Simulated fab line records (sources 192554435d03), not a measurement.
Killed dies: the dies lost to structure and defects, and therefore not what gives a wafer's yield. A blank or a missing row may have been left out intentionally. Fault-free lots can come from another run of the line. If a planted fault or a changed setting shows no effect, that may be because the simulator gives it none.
fab line records	flow n5Finfet
record: lots: 7	wafers: 21
route steps=1938 shown ZERO_LAYER@16 FIN_SAQP@96 SD_EPI_N@278 ILD0@338
startH: hours from the record's opening day to when the first of the lot's shown wafers began	waitH: time in hours since the lot's previous step	" repeats the value in the row above	L1.1+2: a row that stands for several wafers	- no value, or no start given	* or withheld: withheld	< > ~ a bound
route shown NAME@n: names a module that has steps shown in the file, with the first one's number in the route	usual: average and standard deviation across the fault-free wafers	same: alike in all rows	chamber/n: place in a boat	sites: the reading at each site	_std_site: standard deviation across them	_edge_site: inner sites' mean taken away from outer sites' mean	radiusMm: how far each site lies from the wafer's centre	mask NAME#n: copy n	behind: tool/chamber where the wafer was last shaped	hold: what put the lot on hold/how long, in hours/how the hold closed	device: whichever transistor did not switch (one of n, p or np)	end of line: at the end of the route, the tests of the same wafers	where a step has no rows: the recipe by itself	killed: at the first sort, the dies lost to defects and structure; wafer yield is something else	map: shows each die of a wafer: x if killed, . if not, _ if none is there
set.NAME: the setting the step ran with; set.NAME@STEP: the setting that earlier step ran with	model.NAME: the simulator's own value behind a step, which no gauge read
lots run with intentionally changed settings; tables by step, rows by wafer
== steps ==
step: N5_ZERO_LAYER_ETCH_18
recipe: chemistry: HBr/Cl2	target: Si	targetDepthA: 1200	timeS: 40	pressureMtorr: 10	icpW: 800	biasW: 75	HBr_flow_sccm: 150	Cl2_flow_sccm: 80
lot.wafer	tool	chamber	startH	waitH	set.icpW	model.etch.depthNm	model.ZERO_LAYER.featureDepthNm
L074.2	rieSi-05	1	12.93	0.0	800	120.7	120.7
L074.3	"	0	"	"	800	121.8	121.8
L074.5	"	1	"	"	800	120.5	120.5
L075.3	rieSi-02	3	18.92	0.0	800	119.8	119.8
L075.4	"	0	"	"	800	117.9	117.9
L075.5	"	3	"	"	800	119.6	119.6
L078.1	rieSi-05	3	36.79	0.0	800	119.6	119.6
L078.3	"	2	"	"	800	119	119
L078.4	"	1	"	"	660.7	110.1	110.1
L080.1	rieSi-02	0	48.81	0.0	898.8	124	124
L080.4	"	2	"	"	800	120.3	120.3
L080.6	"	0	"	"	800	116.9	116.9
L086.3	rieSi-02	2	84.79	0.0	665.8	111.3	111.3
L086.5	"	3	"	"	800	118.9	118.9
L086.6	"	2	"	"	800	120.6	120.6
L091.1	rieSi-02	3	114.79	0.0	700.9	110.6	110.6
L091.2	"	1	"	"	700.9	113.4	113.4
L091.4	"	0	"	"	700.9	110.1	110.1
L097.1	rieSi-03	3	150.81	0.0	800	119.7	119.7
L097.3	"	0	"	"	800	120	120
L097.5	"	2	"	"	800	122.6	122.6
step: N5_FIN_SAQP_HM_DEP_03
recipe: material: SiNx	targetThkA: 380	tempC: 400	precursor: SiH4/NH3/N2	pressureTorr: 1.5	rfW: 300	timeS: 33.6
lot.wafer	tool	chamber	startH	waitH	set.timeS	model.SiNx_of_FIN_SAQP_HM_DEP_03.thkNm
L074.2	pecvd-04	1	20.49	0.2	33.6	37.54
L074.3	"	0	"	"	33.6	38.53
L074.5	"	1	"	"	33.6	38.03
L075.3	pecvd-04	0	28.50	0.1	33.6	37.52
L075.4	"	2	"	"	33.6	38.03
L075.5	"	0	"	"	33.6	38.17
L078.1	pecvd-04	0	45.57	0.2	33.6	37.68
L078.3	"	2	"	"	31.57	35.29
L078.4	"	0	"	"	33.6	38
L080.1	pecvd-04	1	57.39	0.2	33.6	37.17
L080.4	"	0	"	"	33.6	37.94
L080.6	"	2	"	"	33.6	37.97
L086.3	pecvd-01	2	96.48	0.1	33.6	37.62
L086.5	"	2	"	"	33.6	38.71
L086.6	"	0	"	"	30.45	34.76
L091.1	pecvd-03	2	122.91	0.2	33.6	37.81
L091.2	"	0	"	"	30	33.14
L091.4	"	2	"	"	30	34.25
L097.1	pecvd-01	0	158.47	0.2	33.6	37.57
L097.3	"	2	"	"	33.6	37.51
L097.5	"	0	"	"	33.6	38.12
step: N5_FIN_SAQP_THK_MEAS_05
usual: thkNm: 38.0/0.5
lot.wafer	tool	chamber	startH	waitH	set.timeS@FIN_SAQP_HM_DEP_03	thkNm
L074.2	filmMetro-02	-	20.60	0.1	33.6	37.5
L074.3	"	-	"	"	33.6	38.5
L074.5	"	-	"	"	33.6	38.0
L075.3	filmMetro-01	-	28.59	0.1	33.6	37.6
L075.4	"	-	"	"	33.6	38.0
L075.5	"	-	"	"	33.6	38.2
L078.1	filmMetro-02	-	45.69	0.1	33.6	37.6
L078.3	"	-	"	"	31.57	35.3
L078.4	"	-	"	"	33.6	38.0
L080.1	filmMetro-01	-	57.48	0.1	33.6	37.2
L080.4	"	-	"	"	33.6	38.0
L080.6	"	-	"	"	33.6	38.0
L086.3	filmMetro-01	-	96.57	0.1	33.6	37.6
L086.5	"	-	"	"	33.6	38.7
L086.6	"	-	"	"	30.45	34.8
L091.1	filmMetro-01	-	123.00	0.1	33.6	37.8
L091.2	"	-	"	"	30	33.2
L091.4	"	-	"	"	30	34.3
L097.1	filmMetro-01	-	158.55	0.1	33.6	37.6
L097.3	"	-	"	"	33.6	37.5
L097.5	"	-	"	"	33.6	38.2
step: N5_FIN_SAQP_PECVD_48
recipe: material: SiNx	targetThkA: 250	tempC: 400	precursor: SiH4/NH3/N2	pressureTorr: 1.5	rfW: 300	timeS: 22.1
lot.wafer	tool	chamber	startH	waitH	set.timeS	model.SiNx_of_FIN_SAQP_PECVD_48.thkNm
L074.2	pecvd-03	1	20.68	0.0	22.1	24.75
L074.3	"	2	"	"	22.1	25.02
L074.5	"	0	"	"	22.1	24.61
L075.3	pecvd-01	2	28.66	0.0	25.27	27.96
L075.4	"	2	"	"	25.27	28.7
L075.5	"	0	"	"	22.1	25.39
L078.1	pecvd-01	0	45.77	0.0	22.1	24.84
L078.3	"	2	"	"	25.16	28.5
L078.4	"	1	"	"	22.1	24.55
L080.1	pecvd-01	1	57.55	0.0	23.73	26.82
L080.4	"	2	"	"	23.73	27.34
L080.6	"	0	"	"	22.1	25.87
L086.3	pecvd-04	1	96.65	0.0	20.94	23.48
L086.5	"	1	"	"	20.94	23.85
L086.6	"	2	"	"	20.94	23.71
L091.1	pecvd-01	1	123.08	0.0	19.57	22.32
L091.2	"	2	"	"	22.1	25.03
L091.4	"	0	"	"	22.1	25.18
L097.1	pecvd-04	1	158.63	0.0	22.1	24.75
L097.3	"	0	"	"	22.1	24.29
L097.5	"	1	"	"	22.1	24.91
step: N5_FIN_SAQP_SPACER1_ALD_24
recipe: material: SiO2	targetThkA: 203	tempC: 300	aldPrecursorFamily: BDEAS	aldCoReactant: O2-plasma	pulseTimeS: 1	purgeTimeS: 2	coReactantPurgeTimeS: 2	aldCycles: 218	pressureTorr: 2
lot.wafer	tool	chamber	startH	waitH	set.aldCycles	model.SiO2_of_FIN_SAQP_SPACER1_ALD_24.thkNm
L074.2	aldSin-03	0	24.06	0.5	218	20.2
L074.3+5	"	1,0	"	"	191	17.8
L075.3	aldSin-01	2	30.54	0.1	218	20.4
L075.4	"	2	"	"	188	17.6
L075.5	"	0	"	"	218	20.2
L078.1	aldSin-04	0	48.20	0.4	218	20.2
L078.3+4	"	1,3	"	"	218	20.4
L080.1	aldSin-03	0	59.24	0.3	218	20.4
L080.4+6	"	3,0	"	"	218	20.2
L086.3	aldSin-01	2	99.85	1.5	218	20.4
L086.5	"	2	"	"	185	17.4
L086.6	"	1	"	"	185	17.2
L091.1+2	aldSin-03	1,2	125.20	0.3	218	20.2
L091.4	"	3	"	"	229	21.4
L097.1+3	aldSin-03	2,0	160.47	0.3	218	20.4
L097.5	"	2	"	"	218	20.2
step: N5_FIN_SAQP_SPACER1_ETCHBACK_25
recipe: chemistry: CHF3/O2	mode: anisotropicEtchback	target: SiO2	targetDepthA: 244	timeS: 12.2	pressureMtorr: 30	sourceW: 650	biasW: 170	Ar_flow_sccm: 200	CHF3_flow_sccm: 50	O2_flow_sccm: 5	ionEnergyEv: 200
step: N5_FIN_SAQP_MANDREL1_REMOVE_56
recipe: chemistry: HBr/Cl2/O2	btTimeS: 10	target: a-Si	stopOn: SiNx	endpoint: OES-SiCl	overEtchFrac: 1	icpW: 600	biasW: 22	HBr_flow_sccm: 150	Cl2_flow_sccm: 80	O2_flow_sccm: 5	pressureMtorr: 10
lot.wafer	tool	chamber	startH	waitH	set.aldCycles@FIN_SAQP_SPACER1_ALD_24	model.FIN_SAQP.cdNm
L074.2	rieSi-03	3	24.87	0.1	218	20.2
L074.3+5	"	2,0	"	"	191	17.8
L075.3	rieSi-02	1	31.35	0.1	218	20.4
L075.4	"	0	"	"	188	17.6
L075.5	"	1	"	"	218	20.2
L078.1	rieSi-03	0	49.13	0.1	218	20
L078.3	"	3	"	"	218	20.4
L078.4	"	1	"	"	218	20.6
L080.1+4	rieSi-02	1,0	60.05	0.1	218	20.4
L080.6	"	1	"	"	218	20.2
L086.3	rieSi-05	2	100.81	0.1	218	20.4
L086.5	"	3	"	"	185	17.2
L086.6	"	2	"	"	185	17
L091.1+2	rieSi-02	0,2	126.00	0.1	218	20.2
L091.4	"	1	"	"	229	21.4
L097.1	rieSi-02	3	161.28	0.1	218	20.4
L097.3+5	"	2,3	"	"	218	20.2
step: N5_FIN_SAQP_CD_MEAS_27
recipe: targetCdNm: 20	landingEnergyEv: 1000	detector: seInlens	polarity: line
usual: cdNm: 20.23/0.26
lot.wafer	tool	chamber	startH	waitH	set.aldCycles@FIN_SAQP_SPACER1_ALD_24	cdNm
L074.2	cdSem-01	0	24.98	0.1	218	20.34
L074.3	"	0	"	"	191	17.52
L074.5	"	0	"	"	191	18.14
L075.3	cdSem-02	0	31.46	0.1	218	20.41
L075.4	"	0	"	"	188	17.48
L075.5	"	0	"	"	218	20.19
L078.1	cdSem-03	0	49.24	0.1	218	19.84
L078.3	"	0	"	"	218	20.26
L078.4	"	0	"	"	218	20.49
L080.1	cdSem-01	0	60.16	0.1	218	20.33
L080.4	"	0	"	"	218	20.45
L080.6	"	0	"	"	218	20.30
L086.3	cdSem-03	0	100.93	0.1	218	20.53
L086.5	"	0	"	"	185	17.15
L086.6	"	0	"	"	185	17.06
L091.1	cdSem-03	0	126.11	0.1	218	19.95
L091.2	"	0	"	"	218	20.08
L091.4	"	0	"	"	229	21.78
L097.1	cdSem-02	0	161.39	0.1	218	19.96
L097.3	"	0	"	"	218	20.18
L097.5	"	0	"	"	218	20.28
step: N5_FIN_SAQP_ETCH_57
recipe: chemistry: CH3F/O2	target: SiNx	maskMaterial: SiO2	targetDepthA: 325	timeS: 46.4	pressureMtorr: 30	sourceW: 395	biasW: 73	Ar_flow_sccm: 150	CH3F_flow_sccm: 30	O2_flow_sccm: 20	ionEnergyEv: 120	ends: cleared
usual: etchRfOnTimeS: 46.9/1.2
lot.wafer	tool	chamber	startH	waitH	set.timeS@FIN_SAQP_PECVD_48	etchRfOnTimeS	model.etch.depthNm
L074.2	rieDiel-05	2	25.03	0.0	22.1	46.5	24.68
L074.3	"	3	"	"	22.1	45.4	24.94
L074.5	"	2	"	"	22.1	46.6	24.5
L075.3	rieDiel-04	3	31.50	0.0	25.27	53.7	27.96
L075.4	"	1	"	"	25.27	53.4	28.7
L075.5	"	2	"	"	22.1	47.9	25.39
L078.1	rieDiel-04	3	49.36	0.1	22.1	47.5	24.84
L078.3	"	1	"	"	25.16	53.2	28.5
L078.4	"	1	"	"	22.1	45.8	24.4
L080.1	rieDiel-02	3	60.20	0.0	23.73	53.0	26.82
L080.4	"	0	"	"	23.73	51.4	27.34
L080.6	"	1	"	"	22.1	48.9	25.87
L086.3	rieDiel-04	3	100.97	0.0	20.94	45.0	23.4
L086.5	"	1	"	"	20.94	43.8	23.61
L086.6	"	2	"	"	20.94	44.9	23.63
L091.1	rieDiel-02	1	126.16	0.0	19.57	42.2	22.32
L091.2	"	2	"	"	22.1	45.9	24.89
L091.4	"	3	"	"	22.1	48.5	25.18
L097.1	rieDiel-05	1	161.44	0.1	22.1	46.2	24.52
L097.3	"	3	"	"	22.1	43.4	24.19
L097.5	"	1	"	"	22.1	46.9	24.84
step: N5_FIN_SAQP_ETCH_65
recipe: chemistry: CF4	target: SiO2	targetDepthA: 40	ionEnergyEv: 350	timeS: 4.4	pressureMtorr: 10	icpW: 800	biasW: 400	cf4FlowSccm: 80
lot.wafer	tool	chamber	startH	waitH	set.timeS	model.etch.depthNm
L074.2	rieSi-05	1	25.13	0.1	4.4	4.008
L074.3	"	2	"	"	4.4	3.838
L074.5	"	1	"	"	4.4	4
L075.3	rieSi-05	0	31.61	0.1	4.76	4.443
L075.4	"	2	"	"	4.4	3.867
L075.5	"	0	"	"	4.76	4.429
L078.1	rieSi-05	3	49.47	0.1	3.62	3.2
L078.3	"	1	"	"	4.4	3.964
L078.4	"	2	"	"	4.4	3.836
L080.1	rieSi-03	0	60.31	0.1	4.4	3.931
L080.4	"	1	"	"	4.4	4.116
L080.6	"	3	"	"	3.895	3.562
L086.3	rieSi-02	1	101.08	0.1	4.4	3.981
L086.5	"	1	"	"	5.254	4.818
L086.6	"	0	"	"	5.254	4.641
L091.1	rieSi-05	2	126.27	0.1	4.4	3.814
L091.2	"	0	"	"	5.092	4.696
L091.4	"	3	"	"	4.4	3.878
L097.1	rieSi-05	1	161.55	0.1	4.4	3.963
L097.3	"	2	"	"	4.4	3.849
L097.5	"	0	"	"	4.4	4.06
step: N5_FIN_SAQP_MANDREL_ETCH_58
recipe: chemistry: HBr/Cl2	target: a-Si	targetDepthA: 450	btTimeS: 10	stopOn: SiNx	maskMaterial: SiO2	overEtchFrac: 0.8	timeS: 27	pressureMtorr: 10	icpW: 800	biasW: 75	HBr_flow_sccm: 150	Cl2_flow_sccm: 80	ends: endPoint
step: N5_FIN_SAQP_RECESS_63
recipe: chemistry: HF/NH3	target: SiO2	targetDepthA: 180	afsCycles: 3	tempC: 30	sublimationTempC: 180	sublimationTimeS: 60
step: N5_FIN_SAQP_MANDREL2_REMOVE_60
recipe: chemistry: HBr/Cl2/O2	btTimeS: 10	target: a-Si	stopOn: SiNx	endpoint: OES-SiCl	overEtchFrac: 1	icpW: 600	biasW: 22	HBr_flow_sccm: 150	Cl2_flow_sccm: 80	O2_flow_sccm: 5	pressureMtorr: 10
step: N5_FIN_SAQP_HM_OPEN_33
recipe: chemistry: CH3F/O2	target: SiNx	maskMaterial: SiO2	targetDepthA: 494	timeS: 70.6	pressureMtorr: 30	sourceW: 395	biasW: 73	Ar_flow_sccm: 150	CH3F_flow_sccm: 30	O2_flow_sccm: 20	ionEnergyEv: 120	ends: cleared
lot.wafer	tool	chamber	startH	waitH	set.timeS@FIN_SAQP_HM_DEP_03	model.etch.depthNm
L074.2	rieDiel-02	2	27.28	0.0	33.6	36.91
L074.3	"	3	"	"	33.6	37.9
L074.5	"	2	"	"	33.6	37.4
L075.3	rieDiel-04	2	33.36	0.1	33.6	36.76
L075.4	"	2	"	"	33.6	37.4
L075.5	"	3	"	"	33.6	37.41
L078.1	rieDiel-04	3	51.03	0.0	33.6	37.05
L078.3	"	1	"	"	31.57	34.66
L078.4	"	2	"	"	33.6	37.37
L080.1	rieDiel-05	2	61.76	0.0	33.6	36.48
L080.4	"	3	"	"	33.6	37.22
L080.6	"	0	"	"	33.6	37.13
L086.3	rieDiel-05	0	102.64	0.1	33.6	36.99
L086.5	"	1	"	"	33.6	38.08
L086.6	"	0	"	"	30.45	34.13
L091.1	rieDiel-02	2	127.70	0.0	33.6	37.18
L091.2	"	3	"	"	30	32.38
L091.4	"	1	"	"	30	33.62
L097.1	rieDiel-04	1	163.17	0.0	33.6	36.94
L097.3	"	0	"	"	33.6	36.88
L097.5	"	1	"	"	33.6	37.37
step: N5_FIN_SAQP_ETCH_34
recipe: chemistry: C4F6/O2	target: SiO2	targetDepthA: 450	timeS: 15	ionEnergyEv: 250	pressureMtorr: 30	sourceW: 345	biasW: 185	Ar_flow_sccm: 300	C4F6_flow_sccm: 10	O2_flow_sccm: 10	ends: cleared
lot.wafer	tool	chamber	startH	waitH	set.timeS@FIN_SAQP_HM_DEP_03	model.SiNx_of_FIN_SAQP_HM_DEP_03.thkNm
L074.2	rieDiel-02	2	27.35	0.0	33.6	34
L074.3	"	3	"	"	33.6	35
L074.5	"	2	"	"	33.6	34.6
L075.3	rieDiel-04	2	33.43	0.0	33.6	34
L075.4	"	2	"	"	33.6	34.6
L075.5	"	3	"	"	33.6	34.4
L078.1	rieDiel-04	3	51.10	0.0	33.6	34.2
L078.3	"	1	"	"	31.57	31.6
L078.4	"	2	"	"	33.6	34.6
L080.1	rieDiel-05	2	61.83	0.0	33.6	33.6
L080.4	"	3	"	"	33.6	34.4
L080.6	"	0	"	"	33.6	34.2
L086.3	rieDiel-05	0	102.71	0.0	33.6	34.2
L086.5	"	1	"	"	33.6	35.2
L086.6	"	0	"	"	30.45	31.2
L091.1	rieDiel-02	2	127.77	0.0	33.6	34.4
L091.2	"	3	"	"	30	29.6
L091.4	"	1	"	"	30	30.6
L097.1+3	rieDiel-04	1,0	163.24	0.0	33.6	34
L097.5	"	1	"	"	33.6	34.4
step: N5_FIN_SAQP_STRIP_77
recipe: chemistry: N2/H2	timeS: 90	powerW: 100	tempC: 40	pressureMtorr: 100	rfFrequencyHz: 6e+07	biasPowerW: 3	n2FlowSccm: 300	h2FlowSccm: 300
step: N5_FIN_SAQP_ETCH_64
recipe: chemistry: CF4	target: SiO2	targetDepthA: 15	ionEnergyEv: 350	pressureMtorr: 10	icpW: 800	biasW: 400	cf4FlowSccm: 80
lot.wafer	tool	chamber	startH	waitH	set.timeS@FIN_SAQP_HM_DEP_03	model.SiNx_of_FIN_SAQP_HM_DEP_03.thkNm
L074.2	rieSi-03	3	27.55	0.0	33.6	32.2
L074.3	"	1	"	"	33.6	33.2
L074.5	"	0	"	"	33.6	32.8
L075.3	rieSi-02	2	33.62	0.0	33.6	32
L075.4	"	1	"	"	33.6	32.8
L075.5	"	1	"	"	33.6	32.6
L078.1	rieSi-05	1	51.29	0.0	33.6	32.2
L078.3	"	3	"	"	31.57	29.8
L078.4	"	0	"	"	33.6	32.6
L080.1	rieSi-05	2	62.03	0.0	33.6	31.8
L080.4	"	3	"	"	33.6	32.6
L080.6	"	3	"	"	33.6	32.4
L086.3	rieSi-05	3	102.90	0.0	33.6	32.4
L086.5	"	0	"	"	33.6	33.2
L086.6	"	1	"	"	30.45	29.4
L091.1	rieSi-02	2	127.97	0.0	33.6	32.4
L091.2	"	1	"	"	30	27.6
L091.4	"	0	"	"	30	28.8
L097.1+3	rieSi-03	0,2	163.43	0.0	33.6	32
L097.5	"	1	"	"	33.6	32.4
step: N5_FIN_SAQP_FIN_ETCH_36
recipe: chemistry: HBr/Cl2/O2	targetDepthA: 1200	maskMaterial: SiNx	timeS: 50.4	biasW: 102	pressureMtorr: 10	icpW: 800	HBr_flow_sccm: 150	Cl2_flow_sccm: 80	O2_flow_sccm: 12
lot.wafer	tool	chamber	startH	waitH	set.timeS@FIN_SAQP_HM_DEP_03	model.SiNx_of_FIN_SAQP_HM_DEP_03.thkNm
L074.2	rieSi-03	3	27.57	0.0	33.6	20.6
L074.3+5	"	1,0	"	"	33.6	21.4
L075.3	rieSi-02	2	33.64	0.0	33.6	20.6
L075.4+5	"	1	"	"	33.6	21.4
L078.1	rieSi-05	1	51.31	0.0	33.6	21
L078.3	"	3	"	"	31.57	18.8
L078.4	"	0	"	"	33.6	20.8
L080.1	rieSi-05	2	62.05	0.0	33.6	20.8
L080.4	"	3	"	"	33.6	21.6
L080.6	"	3	"	"	33.6	21.4
L086.3	rieSi-05	3	102.92	0.0	33.6	21
L086.5	"	0	"	"	33.6	21.4
L086.6	"	1	"	"	30.45	17.8
L091.1	rieSi-02	2	127.99	0.0	33.6	20.8
L091.2	"	1	"	"	30	16.2
L091.4	"	0	"	"	30	17.8
L097.1	rieSi-03	0	163.45	0.0	33.6	20.6
L097.3	"	2	"	"	33.6	20.4
L097.5	"	1	"	"	33.6	21
step: N5_FIN_SAQP_PRECLEAN_38
recipe: chemistry: O3/DIW	timeS: 45	tempC: 22	o3Ppm: 10
step: N5_FIN_SAQP_PRECLEAN_45
recipe: chemistry: dHF	timeS: 10	dilution: 500:1	tempC: 25
lot.wafer	tool	chamber	startH	waitH	set.timeS@FIN_SAQP_HM_DEP_03	model.SiNx_of_FIN_SAQP_HM_DEP_03.thkNm
L074.2	wetBench-04	1	27.83	0.0	33.6	20.6
L074.3	"	6	"	"	33.6	21.4
L074.5	"	5	"	"	33.6	21.2
L075.3	wetBench-04	6	33.82	0.0	33.6	20.4
L075.4+5	"	1,0	"	"	33.6	21.2
L078.1+4	wetBench-06	4,3	51.49	0.0	33.6	20.8
L078.3	"	5	"	"	31.57	18.8
L080.1	wetBench-04	5	62.22	0.0	33.6	20.8
L080.4+6	"	2,6	"	"	33.6	21.4
L086.3	wetBench-06	6	103.10	0.0	33.6	20.8
L086.5	"	0	"	"	33.6	21.4
L086.6	"	7	"	"	30.45	17.6
L091.1	wetBench-03	6	128.17	0.0	33.6	20.8
L091.2	"	4	"	"	30	16
L091.4	"	1	"	"	30	17.6
L097.1	wetBench-06	5	163.63	0.0	33.6	20.4
L097.3	"	7	"	"	33.6	20.2
L097.5	"	2	"	"	33.6	20.8
step: N5_SD_EPI_N_ETCH_45
recipe: chemistry: CH3F/O2	target: SiOCN	targetDepthA: 60	maskMaterial: SOC	ionEnergyEv: 60	biasW: 29	pressureMtorr: 15	sourceW: 410	Ar_flow_sccm: 150	CH3F_flow_sccm: 30	O2_flow_sccm: 20
lot.wafer	tool	chamber	startH	waitH	set.targetDepthA	model.etch.depthNm
L074.2	rieDiel-02	1	51.56	0.1	53.48	5.178
L074.3	"	0	"	"	53.48	5.262
L074.5	"	2	"	"	60	6.007
L075.3	rieDiel-05	1	56.34	0.1	60	5.886
L075.4	"	0	"	"	60	5.916
L075.5	"	1	"	"	60	5.848
L078.1	rieDiel-05	1	73.63	0.1	53.96	5.274
L078.3	"	3	"	"	53.96	5.383
L078.4	"	2	"	"	60	5.863
L080.1	rieDiel-02	0	83.82	0.1	63.6	6.187
L080.4	"	3	"	"	60	5.515
L080.6	"	0	"	"	60	5.845
L086.3	rieDiel-04	0	127.87	0.1	60	6.027
L086.5	"	2	"	"	54.24	5.266
L086.6	"	0	"	"	60	6.028
L091.1	rieDiel-05	1	149.80	0.1	64.98	6.353
L091.2	"	2	"	"	60	5.821
L091.4	"	2	"	"	60	5.829
L097.1	rieDiel-05	0	187.84	0.1	60	6.148
L097.3	"	3	"	"	60	6.212
L097.5	"	1	"	"	60	5.928
step: N5_ILD0_CMP_03
recipe: stopOn: SiNx	tOverpolishS: 1.9	postCmpClean: alkalineBrush	downForcePsi: 4.1491	platenRpm: 51.796	padVelocityMS: 1.0306	targetThkNm: 197.38
usual: timeToEndpointS: 70/4.6
lot.wafer	tool	chamber	startH	waitH	set.downForcePsi	timeToEndpointS
L074.3	cmp-03	2	63.97	0.0	4.1491	70
L074.2	"	1	"	"	4.1491	70
L074.5	"	2	"	"	3.46	85
L075.3	cmp-03	3	67.40	0.0	4.1491	72
L075.4	"	1	"	"	4.1491	75
L075.5	"	3	"	"	5.022	60
L078.3	cmp-04	3	85.35	0.0	4.1491	54
L078.1	"	0	"	"	3.636	79
L078.4	"	2	"	"	3.636	79
L080.4	cmp-03	2	96.69	0.0	4.1491	62
L080.1	"	0	"	"	3.299	80
L080.6	"	3	"	"	4.1491	62
L086.3	cmp-02	0	139.72	0.1	4.1491	73
L086.5	"	3	"	"	4.1491	68
L086.6	"	0	"	"	3.427	86
L091.4	cmp-04	3	161.76	0.0	4.1491	62
L091.2	"	1	"	"	4.1491	72
L091.1	"	2	"	"	4.1491	71
L097.1	cmp-04	3	200.09	0.0	4.1491	63
L097.3	"	1	"	"	4.1491	69
L097.5	"	3	"	"	4.1491	64
== key ==
split: step: N5_ZERO_LAYER_ETCH_18	setting: icpW	stated: 800	by: wafer
response: step: N5_ZERO_LAYER_ETCH_18	reading: model.etch.depthNm	change: +0.5	per: 1%	r: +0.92
response: step: N5_ZERO_LAYER_ETCH_18	reading: model.ZERO_LAYER.featureDepthNm	change: +0.5	per: 1%	r: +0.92
split: step: N5_FIN_SAQP_HM_DEP_03	setting: timeS	stated: 33.6	by: wafer
response: step: N5_FIN_SAQP_HM_DEP_03	reading: model.SiNx_of_FIN_SAQP_HM_DEP_03.thkNm	change: +0.382	per: 1%	r: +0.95
response: step: N5_FIN_SAQP_THK_MEAS_05	reading: thkNm	change: *	per: 1%	r: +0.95
response: step: N5_FIN_SAQP_HM_OPEN_33	reading: model.etch.depthNm	change: +0.385	per: 1%	r: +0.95
response: step: N5_FIN_SAQP_ETCH_34	reading: model.SiNx_of_FIN_SAQP_HM_DEP_03.thkNm	change: +0.401	per: 1%	r: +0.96
response: step: N5_FIN_SAQP_ETCH_64	reading: model.SiNx_of_FIN_SAQP_HM_DEP_03.thkNm	change: +0.387	per: 1%	r: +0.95
response: step: N5_FIN_SAQP_FIN_ETCH_36	reading: model.SiNx_of_FIN_SAQP_HM_DEP_03.thkNm	change: +0.357	per: 1%	r: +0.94
response: step: N5_FIN_SAQP_PRECLEAN_45	reading: model.SiNx_of_FIN_SAQP_HM_DEP_03.thkNm	change: +0.367	per: 1%	r: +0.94
split: step: N5_FIN_SAQP_PECVD_48	setting: timeS	stated: 22.1	by: wafer
response: step: N5_FIN_SAQP_PECVD_48	reading: model.SiNx_of_FIN_SAQP_PECVD_48.thkNm	change: +0.233	per: 1%	r: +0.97
response: step: N5_FIN_SAQP_ETCH_57	reading: etchRfOnTimeS	change: *	per: 1%	r: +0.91
response: step: N5_FIN_SAQP_ETCH_57	reading: model.etch.depthNm	change: +0.233	per: 1%	r: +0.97
split: step: N5_FIN_SAQP_SPACER1_ALD_24	setting: aldCycles	stated: 218	by: wafer
response: step: N5_FIN_SAQP_SPACER1_ALD_24	reading: model.SiO2_of_FIN_SAQP_SPACER1_ALD_24.thkNm	change: +0.201	per: 1%	r: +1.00
response: step: N5_FIN_SAQP_MANDREL1_REMOVE_56	reading: model.FIN_SAQP.cdNm	change: +0.206	per: 1%	r: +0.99
response: step: N5_FIN_SAQP_CD_MEAS_27	reading: cdNm	change: +0.219	per: 1%	r: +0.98
split: step: N5_FIN_SAQP_ETCH_65	setting: timeS	stated: 4.4	by: wafer
response: step: N5_FIN_SAQP_ETCH_65	reading: model.etch.depthNm	change: +0.0442	per: 1%	r: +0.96
split: step: N5_SD_EPI_N_ETCH_45	setting: targetDepthA	stated: 60	by: wafer
response: step: N5_SD_EPI_N_ETCH_45	reading: model.etch.depthNm	change: +0.0688	per: 1%	r: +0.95
split: step: N5_ILD0_CMP_03	setting: downForcePsi	stated: 4.1491	by: wafer
response: step: N5_ILD0_CMP_03	reading: timeToEndpointS	change: *	per: 1%	r: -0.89
